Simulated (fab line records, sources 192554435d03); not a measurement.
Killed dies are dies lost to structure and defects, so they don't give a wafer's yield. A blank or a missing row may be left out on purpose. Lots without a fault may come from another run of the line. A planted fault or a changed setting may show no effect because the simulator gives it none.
Split-lot experiment | flow n5_finfet | 7 lots, 21 wafers read, on a route of 1938 steps

THE SPLIT
At N5_BEOL_M13_ILD_DEP_00 (deposits SiOC from DEMS/O2, target thk 837.92 nm, time 166.4 s), the setting time_s was moved away from the recipe's 166.4 s on 6 of the 21 wafers read, by -14.4% to +11.9%. The other wafers ran this setting at the recipe's value.

The file shows no step between the split and the reading.

THE READING
M13_ILD_THK, in nm, at N5_BEOL_M13_THK_MEAS_01. Fault-free wafers of this fab line usually give 839 nm, standard deviation 12 nm.

wafer  | tool, chamber at the split | time_s as run, s | against the recipe | M13_ILD_THK, nm | against lot-mates on the recipe
L075.1 | pecvd-01, 1                | 166.4            | recipe             | 847             | -
L075.2 | pecvd-01, 2                | 166.4            | recipe             | 826             | -
L075.3 | pecvd-01, 0                | 149.7            | -10.0%             | 753             | -84
L076.3 | pecvd-02, 2                | 166.4            | recipe             | 838             | -
L076.4 | pecvd-02, 0                | 143.4            | -13.8%             | 739             | -99
L076.5 | pecvd-02, 1                | 143.4            | -13.8%             | 726             | -112
L087.1 | pecvd-03, 1                | 166.4            | recipe             | 835             | -
L087.5 | pecvd-03, 2                | 142.5            | -14.4%             | 729             | -112
L087.6 | pecvd-03, 1                | 166.4            | recipe             | 847             | -
L090.2 | pecvd-02, 0                | 186.2            | +11.9%             | 937             | +105
L090.5 | pecvd-02, 0                | 186.2            | +11.9%             | 951             | +119
L090.6 | pecvd-02, 1                | 166.4            | recipe             | 832             | -
L092.2 | pecvd-02, 0                | 166.4            | recipe             | 837             | -
L092.3 | pecvd-02, 2                | 166.4            | recipe             | 820             | -
L092.6 | pecvd-02, 2                | 166.4            | recipe             | 838             | -
L093.1 | pecvd-02, 1                | 166.4            | recipe             | 821             | -
L093.2 | pecvd-02, 2                | 166.4            | recipe             | 826             | -
L093.6 | pecvd-02, 1                | 166.4            | recipe             | 831             | -
L094.2 | pecvd-03, 2                | 166.4            | recipe             | 848             | -
L094.4 | pecvd-03, 0                | 166.4            | recipe             | 852             | -
L094.6 | pecvd-03, 1                | 166.4            | recipe             | 857             | -

THE FIT
A straight line over all 21 wafers: M13_ILD_THK changes by +8.11 nm for each +1% of time_s; r = +0.98; the points scatter about the line by 11 nm.
The same after taking each lot's own level away (the mean of its wafers on the recipe; 21 wafers): +8.33 nm for each +1%; r = +0.99; scatter 8 nm.
On that fit, the largest move of time_s shifts the reading by 1.2e+02 nm.
The lots' own levels span 826.0 to 852.3 nm, that is 2.2 times the standard deviation above.
So the lot-to-lot level changes the slope little: the two slopes agree.
Check: with one of the wafers moved furthest among these (-14.4%) left out of the fit, the line predicts -119 nm for it against its lot-mates. It came out at -112 nm against them.

OTHER SPLITS ON THESE WAFERS
These wafers also went through other splits before the reading. Each is held against what the fit with the lots' levels taken away leaves over:
other split on the same wafers | wafers away from the commonest value | r with M13_ILD_THK (lot level and that fit taken away)
N5_BEOL_M10_ILD_DEP_00 time_s  | 4                                    | +0.00
N5_BEOL_M10_ETCH_62 time_s     | 7                                    | -0.14
N5_BEOL_M10_COAT_64 spin_rpm   | 6                                    | +0.11
N5_BEOL_M12_COAT_58 spin_rpm   | 6                                    | -0.07

THE WHOLE CHAIN: every reading that the file lists as answering this split, in the file's order
step                    | what it does                                                   | reading                                                                             | change (the file's fit)              | r (the file's)
N5_BEOL_M13_ILD_DEP_00  | deposits SiOC from DEMS/O2, target thk 837.92 nm, time 166.4 s | SiOC_of_BEOL_M13_ILD_DEP_00.thk_nm (the simulator's own value, which no gauge read) | +8.17 nm for each +1% of the setting | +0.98
N5_BEOL_M13_THK_MEAS_01 |                                                                | M13_ILD_THK                                                                         | +8.18 for each +1% of the setting    | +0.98

THE FILE'S OWN FIT
M13_ILD_THK changes by +8.18 nm for each +1% of time_s, r = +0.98.
